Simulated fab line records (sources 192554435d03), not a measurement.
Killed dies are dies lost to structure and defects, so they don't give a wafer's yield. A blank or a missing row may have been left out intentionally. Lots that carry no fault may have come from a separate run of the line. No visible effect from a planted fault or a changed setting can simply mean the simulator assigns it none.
Code-filled problem report in 8D (eight disciplines) form    flow n5 finfet    the parts of the form that need people (team, actions taken, sign-off) are left out
Where a reading is given only as a bound, like >300, the bound stands for it, and a mean or a difference that rests on one is marked > or <: the true number lies beyond.

== 1. THE ISSUE ==
raw defect count at N5_BEOL_M15_INSPECT_12 reads a mean of >300 on 2 wafers of 1 lot; wafers without a fault read 2.2 with a standard deviation of 1.5. That is +99 or more standard deviations from the usual mean.
The step: inspects for defects (macro).
Seen first at day 15 23:55 on defect inspect-02, wafer L259.2. Wafers with a number at this step in the record: 15, from 5 lots. By rule, "out" or "out of limits" means more than 4 standard deviations away from the usual mean. The rest of the wafers with a number are treated as sound.

== 2. WHAT IT IS, WHAT IT ISN'T ==
question                     is                 is not
which readings at this step  raw defect count   -
which lots                   L259               L265, L267, L268, L271
which wafers of those lots   L259.2, L259.4     L259.1
read on which gauges         defect inspect-02  defect inspect-01
when                         from day 15 23:55  up to then (1 sound wafer); but 12 sound wafers of L265, L267, L268, L271 came after

== 3. SUSPECTS, AND WHAT RULES EACH OUT ==
Counting: a tool at a process step up to the reading stays a suspect if it ran every lot that is out. Sound lots after the first of them don't rule it out here, since some wafers of a struck lot are sound.
- ruled out: the gauge at N5_BEOL_M15_INSPECT_12. All the wafers that are out were read on defect inspect-02, but those of them that N5_PASSIVATION_PROBE_49 has rows for are out there too, on other tools.
- pvd sputter-03 at N5_BEOL_M14_SPUTTER_45 (material Cu, target thk 100 nm, time 16.67 s): kept. It ran the lot that is out, L259 (day 15 22:04).
- rtp anneal-01 at N5_BEOL_M14_ANNEAL_48 (time 90 s): kept. It ran the lot that is out, L259 (day 15 22:22).
- cmp-02 at N5_BEOL_M14_CMP_49 (polishes, stops on SiO2, t overpolish 5.2 s, target thk 560 nm): kept. It ran the lot that is out, L259 (day 15 22:41).
- pecvd-04 at N5_BEOL_M14_DEP_53 (deposits SiCN from 3MS/NH3, target thk 50 nm, time 17.8 s): kept. It ran the lot that is out, L259 (day 15 23:02).
- pecvd-02 at N5_BEOL_M15_ILD_DEP_00 (deposits SiO2 from TEOS/O2, target thk 1629.3 nm, time 346.1 s): kept. It ran the lot that is out, L259 (day 15 23:10).
- Within cmp-02 at N5_BEOL_M14_CMP_49: the wafers that are out ran in chambers 0, 1; their sound lot-mates ran in chamber 2.
- Within pecvd-04 at N5_BEOL_M14_DEP_53: the wafers that are out ran in chambers 0, 2; their sound lot-mates ran in chamber 1.
- At N5_BEOL_M15_ILD_DEP_00 on pecvd-02, chamber 0 took the sound wafers of the same lots and chamber 1 took the wafers that are out.
Left after counting: pvd sputter-03 at N5_BEOL_M14_SPUTTER_45, rtp anneal-01 at N5_BEOL_M14_ANNEAL_48, cmp-02 at N5_BEOL_M14_CMP_49, pecvd-04 at N5_BEOL_M14_DEP_53, pecvd-02 at N5_BEOL_M15_ILD_DEP_00.

== 4. THE CAUSE (what the simulator had put in) ==
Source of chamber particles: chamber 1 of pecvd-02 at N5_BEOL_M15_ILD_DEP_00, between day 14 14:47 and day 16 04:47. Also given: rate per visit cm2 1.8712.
Counting leaves 5 suspects; this tool is one of them.

== 5. SEQUENCE OF EFFECTS, ordered by route ==
Rows list readings where the struck wafers' mean (over those with a number) sits beyond 3 standard deviations from the usual. Only readings for which the record gives a usual standard deviation are gone through. hours: the time from each lot's start at the first step in this table that gives one to its start at this step, as a median over the lots. sigmas: the change in usual standard deviations.
hours  step                     reading               usual   on struck wafers  change  sigmas
0      N5_BEOL_M15_INSPECT_12   raw defect count      2.2     >300              >+298   +99 or more
18     N5_PASSIVATION_PROBE_49  defect limited yield  91.2 %  77.7              -13.5   -9.7
18     N5_PASSIVATION_PROBE_49  killed_at_M4_up       14      171               +157    +28
18     N5_PASSIVATION_PROBE_49  killed dies           103     264               +161    +9.5
18     N5_PASSIVATION_PROBE_49  sort_bin_5_function   5.1 %   12.9              +7.8    +8.5
18     N5_PASSIVATION_PROBE_49  sort n pass           1077    916               -161    -9.5
18     N5_PASSIVATION_PROBE_49  sort yield pct        91.2 %  77.7              -13.5   -9.7
The process steps in it:
- N5_PASSIVATION_PROBE_49

== 6. WHAT WOULD HAVE CAUGHT IT SOONER ==
In this record the first reading out of limits at a measuring or inspecting step was taken at day 15 23:55, 33 hours after the fault began at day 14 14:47.
Tool readings at N5_BEOL_M15_ILD_DEP_00 with a usual standard deviation given in the record: none out on any struck wafer, hence no alarm at a limit of 4 standard deviations on them.
By day 15 23:55, every lot that is out (1) had started N5_BEOL_M15_ILD_DEP_00 on pecvd-02. Had the tool been put on hold then, not one of them would have been saved.
